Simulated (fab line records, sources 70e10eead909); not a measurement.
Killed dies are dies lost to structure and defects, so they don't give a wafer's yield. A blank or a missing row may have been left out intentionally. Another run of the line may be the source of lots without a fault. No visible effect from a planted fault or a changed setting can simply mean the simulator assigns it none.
A lot that was struck, set against a sound lot    flow nand harc    19 out of 1302 route steps
Sound: these wafers, L638.1, L638.2, L638.3. Wafers struck: L648.1, L648.2, L648.5. The cause comes at the end.
Order at every step that has rows: each side's tool, ch and its chambers, its first start. Under that, the readings that differ: sound wafers    struck wafers    difference of the means    sigmas: that difference in standard deviations of wafers without a fault.
alike: readings whose means differ by less than 2 such deviations, and words and numbers that are the same on both sides. not compared: withheld readings, readings that some wafer has no value for, bounds like >300 that may hide the same value, and numbers for which the record gives no deviation and whose values overlap.
The two part at a step that has a row with sigmas, a row that says differs or no value, or rows on one side only. Non-overlapping numbers with no deviation appear without sigmas and do not part them. A reading that every wafer of one side lacks parts them only if that side has two wafers or more.

NHARC_P_GATE_ETCHBACK_37: etches the open film in CHF3/O2, target depth 34.5 nm, time 17.2 s.
  sound: rie diel-06 ch 0,1,3; struck: rie diel-11 ch 0,1,2
reading                sound           struck          difference  sigmas
oes product au (a.u.)  1.01 1.01 0.99  0.93 0.93 0.93  -0.07       -2
  alike: drypump motor current A, rf vpp V, showerhead plenum p Torr, throttle valve pct
  not compared: rf hours counter h
NHARC_P_GATE_STRIP_101: strips in O2, time 20 s.
  sound on rie diel-06 ch 0,1,3, day 6 05:17; struck on rie diel-11 ch 0,1,3, day 10 08:13
  alike: drypump motor current A, oes product au, rf vpp V, showerhead plenum p Torr, throttle valve pct
  not compared: rf hours counter h
then, 10 steps without rows for these wafers: NHARC_P_GATE_PRECLEAN_97 (cleans in SPM, time 600 s); NHARC_P_GATE_SRD_98; NHARC_P_GATE_PRECLEAN_99 (cleans in SC1); NHARC_P_GATE_SRD_100; NHARC_P_GATE_DEHYDRATE_38 (time 120 s); NHARC_P_GATE_HMDS_39 (time 30 s); NHARC_P_GATE_COAT_40; NHARC_P_GATE_SOFTBAKE_41 (time 95 s); NHARC_P_GATE_EBR_42; NHARC_P_GATE_EXPOSE_43 (exposes mask P NSD, target cd 720 nm).
NHARC_P_GATE_PEB_44: peb time 85 s.
  sound on litho track-03 ch 0, day 6 06:00; struck on litho track-03 ch 0, day 10 09:04
reading                   sound                 struck                difference  sigmas
heater power total W (W)  163.68 164.24 163.75  179.78 180.92 180.99  +16.67      +62
plate temp C (C)          118.06 117.92 117.91  126.90 126.87 126.90  +8.93       +69
then, 1 step without rows for these wafers: NHARC_P_GATE_DEVELOP_45 (time 70 s).
NHARC_P_GATE_CD_MEAS_46 targets a cd of 720 nm.
  sound on cd sem-02 ch 0, day 6 06:05; struck on cd sem-02 ch 0, day 10 09:09
reading     sound              struck             difference  sigmas
cd nm (nm)  719.1 720.4 718.9  729.8 728.8 728.5  +9.6        +7
then, 1 step without rows for these wafers: NHARC_P_GATE_HARDBAKE_47 (time 80 s).
NHARC_P_GATE_DESCUM_48: chemistry O2, time 3 s.
  sound on rie diel-06 ch 0,2,3, day 6 06:15; struck on rie diel-06 ch 1,2,3, day 10 09:19
reading                  sound            struck             difference  sigmas
model.P_GATE.cd nm (nm)  719.6 721 719.1  729.6 728.9 728.2  +9.0        
  alike: drypump motor current A, oes product au, rf vpp V, showerhead plenum p Torr, throttle valve pct
  not compared: rf hours counter h
then, 2 steps without rows for these wafers: NHARC_P_GATE_IMPLANT_49; NHARC_END_SORT_01.

WHERE THEY PART
Earliest at NHARC_P_GATE_ETCHBACK_37; latest, in this record, at NHARC_P_GATE_CD_MEAS_46. Later steps at which nothing parts them and some readings are alike: NHARC_P_GATE_DESCUM_48.

WHY: whatever the simulator had introduced
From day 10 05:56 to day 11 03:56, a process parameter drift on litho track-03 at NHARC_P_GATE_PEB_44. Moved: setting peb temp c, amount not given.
